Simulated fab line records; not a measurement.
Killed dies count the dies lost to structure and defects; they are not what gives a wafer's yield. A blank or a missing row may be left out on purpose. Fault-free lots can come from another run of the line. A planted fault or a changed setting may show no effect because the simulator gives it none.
Matching of chambers :: flow n5_finfet :: N5_BEOL_M13_VIA_ETCH_16 on rie_diel-01 has 4 sister chambers
The step etches SiOC in C4F8/O2/Ar, target depth 921.7 nm. 18 wafers are shown with their chamber, then 9 later ones without.

## WAFERS, EACH WITH ITS CHAMBER
wafer: L076.1
chamber: 1
drypump_motor_current_A (A): 6.5
showerhead_plenum_p_Torr (Torr): 3.44
throttle_valve_pct (%): 24.00

wafer: L076.2
chamber: 2
drypump_motor_current_A (A): 5.9
showerhead_plenum_p_Torr (Torr): 3.53
throttle_valve_pct (%): 24.45

wafer: L076.5
chamber: 3
drypump_motor_current_A (A): 5.0
showerhead_plenum_p_Torr (Torr): 3.27
throttle_valve_pct (%): 24.26

wafer: L077.1
chamber: 1
drypump_motor_current_A (A): 6.5
showerhead_plenum_p_Torr (Torr): 3.44
throttle_valve_pct (%): 23.99

wafer: L077.2
chamber: 0
drypump_motor_current_A (A): 6.0
showerhead_plenum_p_Torr (Torr): 3.27
throttle_valve_pct (%): 24.36

wafer: L077.3
chamber: 3
drypump_motor_current_A (A): 5.0
showerhead_plenum_p_Torr (Torr): 3.26
throttle_valve_pct (%): 24.28

wafer: L079.1
chamber: 1
drypump_motor_current_A (A): 6.5
showerhead_plenum_p_Torr (Torr): 3.43
throttle_valve_pct (%): 24.00

wafer: L079.4
chamber: 0
drypump_motor_current_A (A): 6.0
showerhead_plenum_p_Torr (Torr): 3.27
throttle_valve_pct (%): 24.36

wafer: L079.6
chamber: 2
drypump_motor_current_A (A): 6.0
showerhead_plenum_p_Torr (Torr): 3.53
throttle_valve_pct (%): 24.44

wafer: L081.1
chamber: 0
drypump_motor_current_A (A): 6.0
showerhead_plenum_p_Torr (Torr): 3.26
throttle_valve_pct (%): 24.36

wafer: L081.2
chamber: 3
drypump_motor_current_A (A): 5.0
showerhead_plenum_p_Torr (Torr): 3.26
throttle_valve_pct (%): 24.27

wafer: L081.3
chamber: 1
drypump_motor_current_A (A): 6.5
showerhead_plenum_p_Torr (Torr): 3.43
throttle_valve_pct (%): 24.00

wafer: L083.2
chamber: 0
drypump_motor_current_A (A): 6.0
showerhead_plenum_p_Torr (Torr): 3.26
throttle_valve_pct (%): 24.37

wafer: L083.5
chamber: 1
drypump_motor_current_A (A): 6.5
showerhead_plenum_p_Torr (Torr): 3.43
throttle_valve_pct (%): 24.00

wafer: L083.6
chamber: 0
drypump_motor_current_A (A): 6.0
showerhead_plenum_p_Torr (Torr): 3.26
throttle_valve_pct (%): 24.37

wafer: L090.1
chamber: 1
drypump_motor_current_A (A): 6.5
showerhead_plenum_p_Torr (Torr): 3.42
throttle_valve_pct (%): 24.02

wafer: L090.2
chamber: 3
drypump_motor_current_A (A): 5.0
showerhead_plenum_p_Torr (Torr): 3.25
throttle_valve_pct (%): 24.30

wafer: L090.3
chamber: 2
drypump_motor_current_A (A): 6.0
showerhead_plenum_p_Torr (Torr): 3.52
throttle_valve_pct (%): 24.48

SIGNATURES, as means of the wafers listed above
reading: drypump_motor_current_A
chamber 0: 6.000
chamber 1: 6.500
chamber 2: 5.967
chamber 3: 5.000
scatter within a chamber: 0.0218

reading: showerhead_plenum_p_Torr
chamber 0: 3.2640
chamber 1: 3.4317
chamber 2: 3.5267
chamber 3: 3.2600
scatter within a chamber: 0.00692

reading: throttle_valve_pct
chamber 0: 24.3640
chamber 1: 24.0017
chamber 2: 24.4567
chamber 3: 24.2775
scatter within a chamber: 0.0129
Rule: distance of a wafer from a chamber = root of the sum over the readings of ((wafer's reading minus chamber's mean) / reading's scatter) squared. The wafer belongs to the nearest chamber; if the next one is less than 2 further off, it can't be placed. The scatter: take each reading less its chamber's mean, square it, sum over the shown wafers, divide by the number of wafers less the number of chambers, and take the root.

## WAFERS WITH NO CHAMBER GIVEN
wafer: L091.2
drypump_motor_current_A (A): 5.0
showerhead_plenum_p_Torr (Torr): 3.25
throttle_valve_pct (%): 24.30

wafer: L091.4
drypump_motor_current_A (A): 5.9
showerhead_plenum_p_Torr (Torr): 3.52
throttle_valve_pct (%): 24.47

wafer: L091.5
drypump_motor_current_A (A): 6.0
showerhead_plenum_p_Torr (Torr): 3.25
throttle_valve_pct (%): 24.40

wafer: L093.1
drypump_motor_current_A (A): 6.0
showerhead_plenum_p_Torr (Torr): 3.51
throttle_valve_pct (%): 24.49

wafer: L093.3
drypump_motor_current_A (A): 6.1
showerhead_plenum_p_Torr (Torr): 3.25
throttle_valve_pct (%): 24.40

wafer: L093.5
drypump_motor_current_A (A): 6.0
showerhead_plenum_p_Torr (Torr): 3.51
throttle_valve_pct (%): 24.49

wafer: L095.2
drypump_motor_current_A (A): 6.0
showerhead_plenum_p_Torr (Torr): 3.25
throttle_valve_pct (%): 24.40

wafer: L095.3
drypump_motor_current_A (A): 6.0
showerhead_plenum_p_Torr (Torr): 3.51
throttle_valve_pct (%): 24.48

wafer: L095.5
drypump_motor_current_A (A): 6.0
showerhead_plenum_p_Torr (Torr): 3.25
throttle_valve_pct (%): 24.39

## WHICH CHAMBER EACH ONE RAN IN
wafer: L091.2
from the rows above: 3
in truth: 3

wafer: L091.4
from the rows above: 2
in truth: 2

wafer: L091.5
from the rows above: 0
in truth: 0

wafer: L093.1
from the rows above: 2
in truth: 2

wafer: L093.3
from the rows above: 0
in truth: 0

wafer: L093.5
from the rows above: 2
in truth: 2

wafer: L095.2
from the rows above: 0
in truth: 0

wafer: L095.3
from the rows above: 2
in truth: 2

wafer: L095.5
from the rows above: 0
in truth: 0
Correctly placed: 9 of 9. Not placeable from these rows: 0. Number placed wrongly: 0.
